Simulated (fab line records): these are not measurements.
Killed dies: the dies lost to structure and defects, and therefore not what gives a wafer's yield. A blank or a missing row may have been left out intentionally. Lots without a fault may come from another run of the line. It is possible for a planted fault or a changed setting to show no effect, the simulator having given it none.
fab line records	flow n5Finfet
record lots=7	wafers=39
route steps=1938 shown FIN_SAQP@102 SD_EPI_N@288 SD_ACTIVATION@330 HKMG_FIN@456 MOL_CONTACT_COAG@608 BEOL_M2@841 BEOL_M3@934
startH: start of the lot's first displayed wafer, in hours after the record's first day	waitH: hours elapsed since this lot's preceding step	" as in the row above	L1.1+2: several wafers, shown together as one row	- no value, or no start was given	* or withheld: withheld	< > ~ a bound
route shown NAME@n: names a module that has steps shown in the file, with the first one's number in the route	usual: mean/standard deviation of fault-free wafers	same: alike in all rows	chamber/n: place in a boat	sites: per-site readings	_std_site: standard deviation of those values	_edge_site: mean of outer sites minus mean of inner sites	radiusMm: for every site, how far away it sits from the centre of the wafer	mask NAME#n: copy n	behind: the tool/chamber that last shaped the wafer	hold: cause of the lot's hold/its duration in hours/its outcome	device: the transistor (n, p or np) that didn't switch	end of line: the tests these same wafers got at the end of their route	step lacking rows: just its recipe	killed: dies lost to structure and defects at the first sort, not the wafer's yield	map: dies across one wafer; x = killed, . = not, _ = none there
set.NAME: the setting as run; set.NAME@STEP: as run at that earlier step	model.NAME: the simulator's own value behind a step, which no gauge read
lots with deliberately changed settings; one table per step, one row per wafer
## steps
# step N5_FIN_SAQP_HM_DEP_72
# recipe material=SiO2	targetThkA=120	tempC=400	precursor=SiH4/N2O	pressureTorr=0.75	rfW=275	timeS=7.2
lot.wafer	tool	chamber	startH	waitH	set.timeS	model.SiO2_of_FIN_SAQP_HM_DEP_72.thkNm
L077.1	pecvd-04	1	39.48	0.0	7.2	12.02
L077.2	"	2	"	"	7.2	12.22
L077.3	"	0	"	"	10.23	16.78
L077.4	"	0	"	"	10.23	17.05
L077.5	"	1	"	"	7.2	11.97
L077.6	"	2	"	"	10.23	17.65
L081.1	pecvd-03	2	63.14	0.0	7.2	11.88
L081.2	"	1	"	"	7.2	11.87
L081.3	"	0	"	"	7.2	11.92
L081.4	"	1	"	"	7.2	11.86
L081.5	"	0	"	"	7.2	12.21
L081.6	"	2	"	"	7.2	12.06
L082.2	pecvd-04	0	69.89	0.0	7.2	11.9
L082.3	"	1	"	"	7.2	11.78
L082.5	"	2	"	"	7.2	12.35
L088.1	pecvd-03	1	105.52	0.0	8.847	14.22
L088.2	"	2	"	"	7.2	11.82
L088.3	"	0	"	"	8.847	14.71
L088.4	"	2	"	"	7.2	12.01
L088.5	"	1	"	"	8.847	14.36
L088.6	"	0	"	"	7.2	12.14
L091.1	pecvd-01	0	123.40	0.0	10.9	18.16
L091.2	"	2	"	"	10.9	17.76
L091.3	"	1	"	"	10.9	18.08
L091.4	"	1	"	"	7.2	12.14
L091.5	"	0	"	"	7.2	12.07
L091.6	"	2	"	"	7.2	11.97
L096.1	pecvd-04	0	154.27	0.0	7.2	11.85
L096.2	"	2	"	"	7.2	12.06
L096.3	"	1	"	"	7.2	11.81
L096.4	"	1	"	"	7.2	12.11
L096.5	"	2	"	"	7.2	12.21
L096.6	"	0	"	"	7.2	11.95
L097.1+3	pecvd-03	1,2	160.17	0.0	9.441	15.8
L097.2	"	0	"	"	9.441	15.66
L097.4	"	0	"	"	7.2	12.32
L097.5	"	1	"	"	7.2	12.11
L097.6	"	2	"	"	7.2	12.29
# step N5_FIN_SAQP_COAT_49
# recipe resist=SOC	tempC=250	timeS=60	spinRpm=1500	resistThkNm=100
# step N5_FIN_SAQP_COAT_50
# recipe resist=SiARC	tempC=220	timeS=60	spinRpm=1500	resistThkNm=35
# step N5_FIN_SAQP_ETCH_52
# recipe chemistry=N2/H2	target=SOC	targetDepthA=1000	overetchA=200	maskMaterial=SiARC	tempC=40	timeS=150	ionEnergyEv=200	pressureMtorr=30	sourceW=840	biasW=150	n2FlowSccm=200	h2FlowSccm=200	ends=endPoint
# step N5_FIN_SAQP_STRIP_53
# recipe chemistry=N2/H2	tempC=40	n2FlowSccm=200	h2FlowSccm=200	rfFrequencyHz=6e+07
# step N5_FIN_SAQP_HM_OPEN_73
# recipe chemistry=CHF3/O2	target=SiO2	stopOn=a-Si	targetDepthA=120	overEtchFrac=1.8	maskMaterial=SOC	timeS=16.8	pressureMtorr=30	sourceW=650	biasW=170	Ar_flow_sccm=200	CHF3_flow_sccm=50	O2_flow_sccm=5	ionEnergyEv=200	ends=endPoint
lot.wafer	tool	chamber	startH	waitH	set.timeS@FIN_SAQP_HM_DEP_72	model.etch.depthNm
L077.1	rieDiel-06	0	40.69	0.0	7.2	12.02
L077.2	"	2	"	"	7.2	12.22
L077.3	"	1	"	"	10.23	16.78
L077.4	"	3	"	"	10.23	17.05
L077.5	"	3	"	"	7.2	11.97
L077.6	"	2	"	"	10.23	17.65
L081.1	rieDiel-05	0	63.88	0.0	7.2	11.88
L081.2	"	1	"	"	7.2	11.87
L081.3	"	2	"	"	7.2	11.92
L081.4	"	3	"	"	7.2	11.86
L081.5	"	1	"	"	7.2	12.21
L081.6	"	0	"	"	7.2	12.06
L082.2	rieDiel-04	0	70.64	0.0	7.2	11.9
L082.3	"	3	"	"	7.2	11.78
L082.5	"	1	"	"	7.2	12.35
L088.1	rieDiel-06	3	106.64	0.0	8.847	14.22
L088.2	"	0	"	"	7.2	11.82
L088.3	"	2	"	"	8.847	14.71
L088.4	"	1	"	"	7.2	12.01
L088.5	"	2	"	"	8.847	14.36
L088.6	"	1	"	"	7.2	12.14
L091.1	rieDiel-05	3	124.15	0.0	10.9	18.16
L091.2	"	2	"	"	10.9	17.76
L091.3	"	1	"	"	10.9	18.08
L091.4	"	0	"	"	7.2	12.14
L091.5	"	0	"	"	7.2	12.07
L091.6	"	1	"	"	7.2	11.97
L096.1	rieDiel-05	2	154.88	0.0	7.2	11.85
L096.2	"	3	"	"	7.2	12.06
L096.3	"	0	"	"	7.2	11.81
L096.4	"	1	"	"	7.2	12.11
L096.5	"	3	"	"	7.2	12.21
L096.6	"	2	"	"	7.2	11.95
L097.1+3	rieDiel-05	0,2	161.12	0.0	9.441	15.8
L097.2	"	3	"	"	9.441	15.66
L097.4	"	1	"	"	7.2	12.32
L097.5	"	1	"	"	7.2	12.11
L097.6	"	0	"	"	7.2	12.29
# step N5_SD_EPI_N_EPI_21
# recipe material=Si:P	dopant=P	tempC=680	pressureTorr=255	timeS=690
lot.wafer	tool	chamber	startH	waitH	set.timeS	model.Si-P_of_SD_EPI_N_EPI_21.thkNm
L077.1+6	epiRpcvd-02	0	69.66	0.1	690	59.4
L077.2	"	0	"	"	690	59.8
L077.3	"	0	"	"	830.8	68
L077.4	"	0	"	"	830.8	68.2
L077.5	"	0	"	"	830.8	67.6
L081.1+3	epiRpcvd-01	0	93.91	0.1	690	59.4
L081.2	"	0	"	"	537.6	50.2
L081.4	"	0	"	"	537.6	49.4
L081.5	"	0	"	"	537.6	49.6
L081.6	"	0	"	"	690	58.6
L082.2	epiRpcvd-04	0	102.06	0.4	690	59.4
L082.3	"	0	"	"	690	59.2
L082.5	"	0	"	"	690	59.6
L088.1	epiRpcvd-04	0	134.41	0.1	463.4	42.6
L088.2	"	0	"	"	690	59.2
L088.3	"	0	"	"	463.4	42.4
L088.4	"	0	"	"	463.4	42.8
L088.5	"	0	"	"	690	58.2
L088.6	"	0	"	"	690	58.8
L091.1	epiRpcvd-01	0	154.20	0.1	939.4	73.6
L091.2	"	0	"	"	690	58.6
L091.3	"	0	"	"	690	58.2
L091.4+5	"	0	"	"	939.4	74.2
L091.6	"	0	"	"	690	59
L096.1+4	epiRpcvd-01	0	189.56	0.1	690	58.6
L096.2+6	"	0	"	"	690	58.8
L096.3+5	"	0	"	"	690	59.4
L097.1	epiRpcvd-01	0	195.42	0.1	962.4	76.2
L097.2	"	0	"	"	962.4	74.8
L097.3	"	0	"	"	690	58.8
L097.4	"	0	"	"	690	59.2
L097.5	"	0	"	"	962.4	75
L097.6	"	0	"	"	690	59.4
# step N5_SD_EPI_N_EPI_MEAS_23
# recipe mode=xrd
# usual thkNm=59.0/1.3
lot.wafer	tool	chamber	startH	waitH	set.timeS@SD_EPI_N_EPI_21	thkNm
L077.1	filmMetro-02	-	71.37	1.4	690	57.9
L077.2	"	-	"	"	690	59.0
L077.3	"	-	"	"	830.8	68.8
L077.4	"	-	"	"	830.8	68.2
L077.5	"	-	"	"	830.8	68.7
L077.6	"	-	"	"	690	59.7
L081.1	filmMetro-01	-	95.62	1.4	690	57.4
L081.2	"	-	"	"	537.6	51.3
L081.3	"	-	"	"	690	59.3
L081.4	"	-	"	"	537.6	49.2
L081.5	"	-	"	"	537.6	51.4
L081.6	"	-	"	"	690	58.8
L082.2	filmMetro-02	-	103.50	1.2	690	60.3
L082.3	"	-	"	"	690	57.8
L082.5	"	-	"	"	690	59.0
L088.1	filmMetro-02	-	136.12	1.5	463.4	41.6
L088.2	"	-	"	"	690	58.4
L088.3	"	-	"	"	463.4	41.0
L088.4	"	-	"	"	463.4	42.2
L088.5	"	-	"	"	690	60.0
L088.6	"	-	"	"	690	58.2
L091.1	filmMetro-02	-	155.91	1.4	939.4	72.8
L091.2	"	-	"	"	690	57.8
L091.3	"	-	"	"	690	58.2
L091.4	"	-	"	"	939.4	73.5
L091.5	"	-	"	"	939.4	74.2
L091.6	"	-	"	"	690	57.6
L096.1	filmMetro-01	-	191.27	1.4	690	59.6
L096.2	"	-	"	"	690	56.6
L096.3	"	-	"	"	690	58.6
L096.4	"	-	"	"	690	60.6
L096.5	"	-	"	"	690	60.3
L096.6	"	-	"	"	690	60.3
L097.1	filmMetro-02	-	197.14	1.4	962.4	77.5
L097.2	"	-	"	"	962.4	75.3
L097.3	"	-	"	"	690	58.5
L097.4	"	-	"	"	690	59.2
L097.5	"	-	"	"	962.4	74.7
L097.6	"	-	"	"	690	57.5
# step N5_SD_EPI_N_PRECLEAN_24
# recipe chemistry=O3/DIW	timeS=60	tempC=22	o3Ppm=10
# step N5_SD_EPI_N_SRD_25
# recipe timeS=30	tempC=23	rinseLiquid=diw	dry=ipaMarangoni
# step N5_SD_ACTIVATION_RTA_00
# recipe tempC=975	timeS=0	ambient=N2	idleTempC=600	rampUpCPerS=150	rampDownCPerS=60	coolToC=600
# step N5_SD_ACTIVATION_LSA_01
# recipe tempC=1080	timeS=0.0008	ambient=N2
# step N5_SD_ACTIVATION_RS_MEAS_03
# recipe thkMeasGauge=four-point-probe
# usual RS_SD_N=21.92/0.28	RS_SD_P=56.1/0.97
lot.wafer	tool	chamber	startH	waitH	set.timeS@SD_EPI_N_EPI_21	RS_SD_N[ohm/sq]	RS_SD_P[ohm/sq]
L077.1	filmMetro-02	-	76.61	0.2	690	21.81	56.5
L077.2	"	-	"	"	690	21.67	57.4
L077.3	"	-	"	"	830.8	19.02	57.0
L077.4	"	-	"	"	830.8	18.86	56.7
L077.5	"	-	"	"	830.8	19.08	57.2
L077.6	"	-	"	"	690	21.77	57.5
L081.1	filmMetro-01	-	101.15	0.2	690	21.92	56.9
L081.2	"	-	"	"	537.6	25.95	56.8
L081.3	"	-	"	"	690	21.73	56.7
L081.4	"	-	"	"	537.6	26.20	56.1
L081.5	"	-	"	"	537.6	26.11	57.1
L081.6	"	-	"	"	690	21.91	56.6
L082.2	filmMetro-02	-	108.70	0.2	690	21.67	55.9
L082.3	"	-	"	"	690	21.74	56.5
L082.5	"	-	"	"	690	21.67	55.5
L088.1	filmMetro-02	-	141.93	0.2	463.4	30.26	56.9
L088.2	"	-	"	"	690	21.81	57.7
L088.3	"	-	"	"	463.4	30.29	57.1
L088.4	"	-	"	"	463.4	29.91	57.3
L088.5	"	-	"	"	690	22.08	56.8
L088.6	"	-	"	"	690	21.81	57.4
L091.1	filmMetro-02	-	161.26	0.2	939.4	17.55	56.2
L091.2	"	-	"	"	690	22.16	55.0
L091.3	"	-	"	"	690	22.22	55.8
L091.4	"	-	"	"	939.4	17.54	55.7
L091.5	"	-	"	"	939.4	17.41	55.0
L091.6	"	-	"	"	690	21.92	54.9
L096.1	filmMetro-01	-	197.31	0.2	690	22.37	55.9
L096.2	"	-	"	"	690	21.93	54.8
L096.3	"	-	"	"	690	21.68	54.7
L096.4	"	-	"	"	690	22.31	56.0
L096.5	"	-	"	"	690	21.41	54.9
L096.6	"	-	"	"	690	21.91	55.7
L097.1	filmMetro-02	-	203.35	0.2	962.4	16.87	54.5
L097.2	"	-	"	"	962.4	17.15	55.4
L097.3	"	-	"	"	690	21.89	55.6
L097.4	"	-	"	"	690	21.59	55.3
L097.5	"	-	"	"	962.4	17.22	55.0
L097.6	"	-	"	"	690	21.42	54.8
# step N5_HKMG_FIN_ALD_21
# recipe material=TiN	targetThkA=15	tempC=400	aldPrecursorFamily=TiCl4	aldCoReactant=NH3	pulseTimeS=1	purgeTimeS=3	coReactantPurgeTimeS=2	coReactantPulseTimeS=2	aldCycles=68	pressureTorr=3
lot.wafer	tool	chamber	startH	waitH	set.aldCycles	model.TiN_of_HKMG_FIN_ALD_21.thkNm
L077.1+3+6	aldMetal-01	0,2,1	96.47	0.3	68	1.6
L077.2+4+5	"	1,3,0	"	"	45	1
L081.1+5+6	aldMetal-03	1,1,2	121.04	0.3	103	2.2
L081.2+3+4	"	0,3,2	"	"	68	1.6
L082.2+3+5	aldMetal-02	3,2,3	130.61	0.3	68	1.4
L088.1+4+6	aldMetal-02	3,2,3	161.74	0.3	103	2.2
L088.2	"	1	"	"	68	1.6
L088.3+5	"	0	"	"	68	1.4
L091.1+2+5	aldMetal-01	1,2,3	180.89	0.3	43	1
L091.3+4+6	"	0,3,0	"	"	68	1.4
L096.1+4+6	aldMetal-02	3,2,0	216.72	0.3	68	1.4
L096.2+5	"	1	"	"	95	2.2
L096.3	"	0	"	"	95	2
L097.1+4+6	aldMetal-01	3,2,1	223.08	0.3	42	1
L097.2+3+5	"	1,0,0	"	"	68	1.6
# step N5_MOL_CONTACT_COAG_ALD_133
# recipe material=SiO2	targetThkA=50	tempC=100	aldPrecursorFamily=BDEAS	aldCoReactant=O2-plasma	pulseTimeS=1	coReactantPulseTimeS=1	purgeTimeS=2	coReactantPurgeTimeS=2	aldCycles=35	pressureTorr=2
lot.wafer	tool	chamber	startH	waitH	set.aldCycles	model.SiO2_of_MOL_CONTACT_COAG_ALD_133.thkNm
L077.1+3+5	aldSin-02	1,2,2	117.36	0.1	25	3.6
L077.2+4+6	"	2,1,1	"	"	35	5
L081.1+2+5	aldSin-03	2,3,1	141.28	0.4	35	5
L081.3+4+6	"	0,1,0	"	"	29	4.2
L082.2+3+5	aldSin-04	3,0,2	152.13	0.3	35	5
L088.1+2+3+4+5+6	aldSin-04	0,3,2,1,1,0	185.16	1.8	35	5
L091.1+2+4	aldSin-02	3,0,2	201.10	0.1	35	5
L091.3+5+6	"	1,3,0	"	"	25	3.6
L096.1+4+5	aldSin-04	3,2,1	236.50	0.1	27	3.8
L096.2+3+6	"	1,0,0	"	"	35	5
L097.1+3+4	aldSin-03	0,3,1	244.24	0.1	16	2.2
L097.2+5+6	"	2,0,3	"	"	35	5
# step N5_BEOL_M2_ILD_DEP_00
# recipe material=SiOC	targetThkA=790	tempC=350	precursor=DEMS/O2	pressureTorr=5	rfW=500	timeS=15.3
lot.wafer	tool	chamber	startH	waitH	set.targetThkA	model.SiOC_of_BEOL_M2_ILD_DEP_00.thkNm
L077.1+4	pecvd-03	1,0	147.11	0.0	1032	104
L077.2	"	0	"	"	790	77.4
L077.3	"	2	"	"	790	77.8
L077.5	"	1	"	"	790	80.8
L077.6	"	2	"	"	1032	103.4
L081.1	pecvd-04	2	174.24	0.0	363.3	35.8
L081.2	"	0	"	"	363.3	36.4
L081.3	"	1	"	"	790	78.8
L081.4	"	0	"	"	363.3	36.2
L081.5	"	1	"	"	790	80.2
L081.6	"	2	"	"	790	81.2
L082.2	pecvd-03	0	181.88	0.0	790	78.6
L082.3	"	2	"	"	790	77.4
L082.5	"	1	"	"	790	81.2
L088.1	pecvd-04	2	222.05	0.0	614.3	64
L088.2	"	0	"	"	790	79.6
L088.3	"	1	"	"	790	80
L088.4	"	1	"	"	790	81
L088.5+6	"	2,0	"	"	614.3	63.8
L091.1	pecvd-03	0	228.42	0.0	518.1	53.2
L091.2	"	1	"	"	518.1	54.4
L091.3	"	1	"	"	518.1	54.2
L091.4	"	0	"	"	790	81.6
L091.5	"	1	"	"	790	80.8
L091.6	"	0	"	"	790	81.2
L096.1	pecvd-03	2	271.14	0.0	790	80.6
L096.2	"	0	"	"	790	80.4
L096.3	"	1	"	"	1108	111.8
L096.4	"	0	"	"	1108	114.2
L096.5	"	1	"	"	790	81.2
L096.6	"	2	"	"	1108	112.6
L097.1	pecvd-04	1	273.26	0.0	1241	123
L097.2	"	0	"	"	1241	124.2
L097.3	"	1	"	"	1241	125.6
L097.4	"	0	"	"	790	81.2
L097.5	"	0	"	"	790	81.4
L097.6	"	1	"	"	790	79.6
# step N5_BEOL_M2_THK_MEAS_01
# recipe reads=SiOC_of_BEOL_M2_ILD_DEP_00
# usual M2_ILD_THK=79.8/1.1
lot.wafer	tool	chamber	startH	waitH	set.targetThkA@BEOL_M2_ILD_DEP_00	M2_ILD_THK[nm]
L077.1	filmMetro-01	-	147.18	0.0	1032	104.1
L077.2	"	-	"	"	790	77.4
L077.3	"	-	"	"	790	77.8
L077.4	"	-	"	"	1032	104.0
L077.5	"	-	"	"	790	80.7
L077.6	"	-	"	"	1032	103.4
L081.1	filmMetro-01	-	174.31	0.0	363.3	35.9
L081.2	"	-	"	"	363.3	36.4
L081.3	"	-	"	"	790	78.8
L081.4	"	-	"	"	363.3	36.2
L081.5	"	-	"	"	790	80.2
L081.6	"	-	"	"	790	81.3
L082.2	filmMetro-01	-	181.95	0.1	790	78.6
L082.3	"	-	"	"	790	77.5
L082.5	"	-	"	"	790	81.2
L088.1	filmMetro-01	-	222.12	0.0	614.3	64.0
L088.2	"	-	"	"	790	79.6
L088.3	"	-	"	"	790	79.9
L088.4	"	-	"	"	790	81.1
L088.5	"	-	"	"	614.3	63.7
L088.6	"	-	"	"	614.3	63.8
L091.1	filmMetro-02	-	228.51	0.1	518.1	53.2
L091.2	"	-	"	"	518.1	54.3
L091.3	"	-	"	"	518.1	54.1
L091.4	"	-	"	"	790	81.6
L091.5	"	-	"	"	790	80.8
L091.6	"	-	"	"	790	81.2
L096.1	filmMetro-02	-	271.21	0.0	790	80.5
L096.2	"	-	"	"	790	80.5
L096.3	"	-	"	"	1108	111.8
L096.4	"	-	"	"	1108	114.0
L096.5	"	-	"	"	790	81.1
L096.6	"	-	"	"	1108	112.6
L097.1	filmMetro-01	-	273.34	0.1	1241	123.1
L097.2	"	-	"	"	1241	124.2
L097.3	"	-	"	"	1241	125.6
L097.4	"	-	"	"	790	81.3
L097.5	"	-	"	"	790	81.3
L097.6	"	-	"	"	790	79.7
# step N5_BEOL_M3_HM_DEP_02
# recipe material=TiN	targetThkA=200	tempC=25	chamberPressurePa=0.49996
lot.wafer	tool	chamber	startH	waitH	set.targetThkA	model.TiN_of_BEOL_M3_HM_DEP_02.thkNm
L077.1+4	pvdSputter-01	-	163.52	0.2	200	19.8
L077.2	"	-	"	"	200	19.6
L077.3	"	-	"	"	268.2	27.2
L077.5	"	-	"	"	268.2	27
L077.6	"	-	"	"	268.2	26.4
L081.1	pvdSputter-01	-	184.30	0.3	86.78	8.4
L081.2	"	-	"	"	200	19.8
L081.3	"	-	"	"	200	19.4
L081.4+5	"	-	"	"	86.78	8
L081.6	"	-	"	"	200	20
L082.2	pvdSputter-01	-	202.76	1.9	200	20.4
L082.3	"	-	"	"	200	20.2
L082.5	"	-	"	"	200	20.8
L088.1+2	pvdSputter-01	-	231.43	0.5	116.1	11.4
L088.3	"	-	"	"	200	20.2
L088.4	"	-	"	"	116.1	11.6
L088.5	"	-	"	"	200	20
L088.6	"	-	"	"	200	19.8
L091.1	pvdSputter-01	-	242.11	0.1	200	20
L091.2+4	"	-	"	"	249.6	24.8
L091.3+6	"	-	"	"	200	19.8
L091.5	"	-	"	"	249.6	25.2
L096.1	pvdSputter-01	-	280.63	0.9	200	19.8
L096.2	"	-	"	"	200	19.2
L096.3+4+5	"	-	"	"	200	19.6
L096.6	"	-	"	"	200	20
L097.1	pvdSputter-02	-	281.63	0.0	200	19.8
L097.2+6	"	-	"	"	82.67	8.2
L097.3	"	-	"	"	200	20.2
L097.4	"	-	"	"	82.67	8.4
L097.5	"	-	"	"	200	20
# step N5_BEOL_M3_COAT_61
# recipe resist=SOC	tempC=250	timeS=60	spinRpm=1500	resistThkNm=60
# step N5_BEOL_M3_COAT_62
# recipe resist=SiARC	tempC=220	timeS=60	spinRpm=1500	resistThkNm=12
# step N5_BEOL_M3_STRIP_75
# recipe chemistry=N2/H2	tempC=40	n2FlowSccm=200	h2FlowSccm=200	rfFrequencyHz=6e+07
# step N5_BEOL_M3_STRIP_66
# recipe chemistry=CF4	resist=SiARC	powerW=300	biasPowerW=75	pressureMtorr=50	cf4FlowSccm=150	rfFrequencyHz=6e+07
# step N5_BEOL_M3_HM_OPEN_17
# recipe chemistry=Cl2/BCl3	targetDepthA=200	overetchA=60	target=TiN	maskMaterial=SOC	ionEnergyEv=150	pressureMtorr=10	icpW=1000	biasW=126	Cl2_flow_sccm=53.25	bcl3FlowSccm=21.75	Ar_flow_sccm=25
# usual oesProductAu=0.70/0.07
lot.wafer	tool	chamber	startH	waitH	set.targetThkA@BEOL_M3_HM_DEP_02	oesProductAu	model.etch.depthNm
L077.1	rieMetal-02	0	164.28	0.0	200	0.72	19.77
L077.2	"	1	"	"	200	0.73	19.57
L077.3	"	1	"	"	268.2	0.83	24.72
L077.4	"	0	"	"	200	0.72	19.86
L077.5	"	1	"	"	268.2	0.83	24.53
L077.6	"	0	"	"	268.2	0.84	25.52
L081.1	rieMetal-02	1	185.13	0.0	86.78	0.49	8.312
L081.2	"	0	"	"	200	0.71	19.71
L081.3	"	0	"	"	200	0.71	19.48
L081.4	"	1	"	"	86.78	0.48	8.034
L081.5	"	1	"	"	86.78	0.49	8.013
L081.6	"	0	"	"	200	0.72	19.92
L082.2	rieMetal-01	1	203.70	0.0	200	0.80	20.49
L082.3	"	1	"	"	200	0.80	20.23
L082.5	"	1	"	"	200	0.80	20.72
L088.1	rieMetal-02	0	232.20	0.0	116.1	0.54	11.47
L088.2	"	1	"	"	116.1	0.54	11.43
L088.3	"	1	"	"	200	0.71	20.3
L088.4	"	0	"	"	116.1	0.53	11.58
L088.5	"	0	"	"	200	0.70	20.05
L088.6	"	1	"	"	200	0.71	19.86
L091.1	rieMetal-03	0	242.94	0.0	200	0.72	19.95
L091.2	"	1	"	"	249.6	0.60	24.81
L091.3	"	0	"	"	200	0.73	19.87
L091.4	"	1	"	"	249.6	0.61	24.74
L091.5	"	0	"	"	249.6	0.83	25.1
L091.6	"	1	"	"	200	0.53	19.75
L096.1	rieMetal-01	1	281.99	0.0	200	0.74	19.83
L096.2	"	1	"	"	200	0.73	19.29
L096.3	"	1	"	"	200	0.73	19.55
L096.4	"	1	"	"	200	0.74	19.62
L096.5	"	1	"	"	200	0.73	19.61
L096.6	"	1	"	"	200	0.74	19.98
L097.1	rieMetal-02	1	282.55	0.0	200	0.70	19.88
L097.2	"	0	"	"	82.67	0.46	8.239
L097.3	"	0	"	"	200	0.69	20.2
L097.4	"	1	"	"	82.67	0.47	8.309
L097.5	"	1	"	"	200	0.70	20.04
L097.6	"	0	"	"	82.67	0.46	8.229
## key
split step=N5_FIN_SAQP_HM_DEP_72	setting=timeS	stated=7.2	by=wafer
response step=N5_FIN_SAQP_HM_DEP_72	reading=model.SiO2_of_FIN_SAQP_HM_DEP_72.thkNm	change=+0.116	per=1%	r=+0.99
response step=N5_FIN_SAQP_HM_OPEN_73	reading=model.etch.depthNm	change=+0.116	per=1%	r=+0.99
split step=N5_SD_EPI_N_EPI_21	setting=timeS	stated=690	by=wafer
response step=N5_SD_EPI_N_EPI_21	reading=model.Si-P_of_SD_EPI_N_EPI_21.thkNm	change=+0.434	per=1%	r=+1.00
response step=N5_SD_EPI_N_EPI_MEAS_23	reading=thkNm	change=*	per=1%	r=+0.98
response step=N5_SD_ACTIVATION_RS_MEAS_03	reading=RS_SD_N	change=-0.158	per=1%	r=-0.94
split step=N5_HKMG_FIN_ALD_21	setting=aldCycles	stated=68	by=wafer
response step=N5_HKMG_FIN_ALD_21	reading=model.TiN_of_HKMG_FIN_ALD_21.thkNm	change=+0.0144	per=1%	r=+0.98
split step=N5_MOL_CONTACT_COAG_ALD_133	setting=aldCycles	stated=35	by=wafer
response step=N5_MOL_CONTACT_COAG_ALD_133	reading=model.SiO2_of_MOL_CONTACT_COAG_ALD_133.thkNm	change=+0.0506	per=1%	r=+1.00
split step=N5_BEOL_M2_ILD_DEP_00	setting=targetThkA	stated=790	by=wafer
response step=N5_BEOL_M2_ILD_DEP_00	reading=model.SiOC_of_BEOL_M2_ILD_DEP_00.thkNm	change=+0.79	per=1%	r=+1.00
response step=N5_BEOL_M2_THK_MEAS_01	reading=M2_ILD_THK	change=+0.79	per=1%	r=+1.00
split step=N5_BEOL_M3_HM_DEP_02	setting=targetThkA	stated=200	by=wafer
response step=N5_BEOL_M3_HM_DEP_02	reading=model.TiN_of_BEOL_M3_HM_DEP_02.thkNm	change=+0.203	per=1%	r=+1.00
response step=N5_BEOL_M3_HM_OPEN_17	reading=oesProductAu	change=+0.00369	per=1%	r=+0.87
response step=N5_BEOL_M3_HM_OPEN_17	reading=model.etch.depthNm	change=+0.197	per=1%	r=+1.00
